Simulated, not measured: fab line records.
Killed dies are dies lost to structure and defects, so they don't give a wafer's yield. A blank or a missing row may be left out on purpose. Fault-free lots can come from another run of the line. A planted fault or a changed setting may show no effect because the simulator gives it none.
Matching of chambers + flow n5 finfet + N5_HKMG_FIN_ALD_21 on ald metal-01 has 4 sister chambers
The step deposits TiN, target thk 1.5 nm, pulse time 1 s, purge time 3 s. 14 wafers are shown with their chamber, then 7 later ones without.

== WAFERS, EACH WITH ITS CHAMBER ==
| wafer  | chamber | heater power w (W) | susceptor temp C (C) | precursor pulse height rel |
|--------|---------|--------------------|----------------------|----------------------------|
| L075.3 | 3       | 936                | 399.90               | 0.990                      |
| L075.5 | 0       | 894                | 400.16               | 0.996                      |
| L075.6 | 3       | 940                | 400.00               | 1.007                      |
| L084.3 | 0       | 925                | 400.28               | 0.984                      |
| L084.4 | 1       | 978                | 399.89               | 0.951                      |
| L084.5 | 1       | 993                | 400.14               | 0.963                      |
| L085.2 | 0       | 911                | 400.41               | 1.015                      |
| L085.3 | 2       | 941                | 399.60               | 0.985                      |
| L085.6 | 0       | 902                | 400.17               | 0.959                      |
| L089.1 | 1       | 987                | 400.16               | 1.009                      |
| L089.4 | 0       | 912                | 400.32               | 0.992                      |
| L089.6 | 0       | 922                | 399.97               | 1.000                      |
| L094.2 | 3       | 918                | 400.05               | 0.982                      |
| L094.3 | 0       | 923                | 400.31               | 1.006                      |

SIGNATURES (means of the wafers above)
| reading                    | chamber 0 | chamber 1 | chamber 2 | chamber 3 | scatter within a chamber |
|----------------------------|-----------|-----------|-----------|-----------|--------------------------|
| heater power w             | 912.71    | 986.00    | 941.00    | 931.33    | 11                       |
| susceptor temp C           | 400.2314  | 400.0633  | 399.6000  | 399.9833  | 0.135                    |
| precursor pulse height rel | 0.99314   | 0.97433   | 0.98500   | 0.99300   | 0.0204                   |
Rule: for a wafer and a chamber, the distance is found by dividing, reading by reading, the gap between the wafer's reading and the chamber's mean by the reading's scatter, squaring, summing and taking the root. The wafer belongs to the nearest chamber; if the next one is less than 2 further off, it can't be placed. The scatter is the square root of a quotient: the sum, over the shown wafers, of each reading's squared deviation from its chamber's mean, divided by wafers minus chambers.

== WAFERS WITH NO CHAMBER GIVEN ==
| wafer  | heater power w (W) | susceptor temp C (C) | precursor pulse height rel |
|--------|--------------------|----------------------|----------------------------|
| L094.5 | 885                | 400.25               | 0.964                      |
| L095.1 | 932                | 399.86               | 1.036                      |
| L095.2 | 956                | 399.85               | 1.046                      |
| L095.4 | 915                | 399.51               | 0.964                      |
| L097.2 | 1011               | 399.97               | 0.975                      |
| L097.3 | 983                | 400.27               | 0.980                      |
| L097.6 | 975                | 400.27               | 1.027                      |

== EACH ONE'S CHAMBER ==
| wafer  | from the rows above               | in truth                   |
|--------|-----------------------------------|----------------------------|
| L094.5 | can't be placed: 0 or 3           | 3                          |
| L095.1 | can't be placed: 3 or 2 or 0      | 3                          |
| L095.2 | can't be placed: 3 or 2 or 1 or 0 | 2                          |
| L095.4 | can't be placed: 2 or 3           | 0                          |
| L097.2 | 1                                 | 1                          |
| L097.3 | 1                                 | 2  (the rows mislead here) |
| L097.6 | can't be placed: 1 or 3           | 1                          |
1 of 7 placed correctly. From these rows, 5 cannot be placed; in 4 the true chamber is one of the candidates. Placed wrongly: 1.
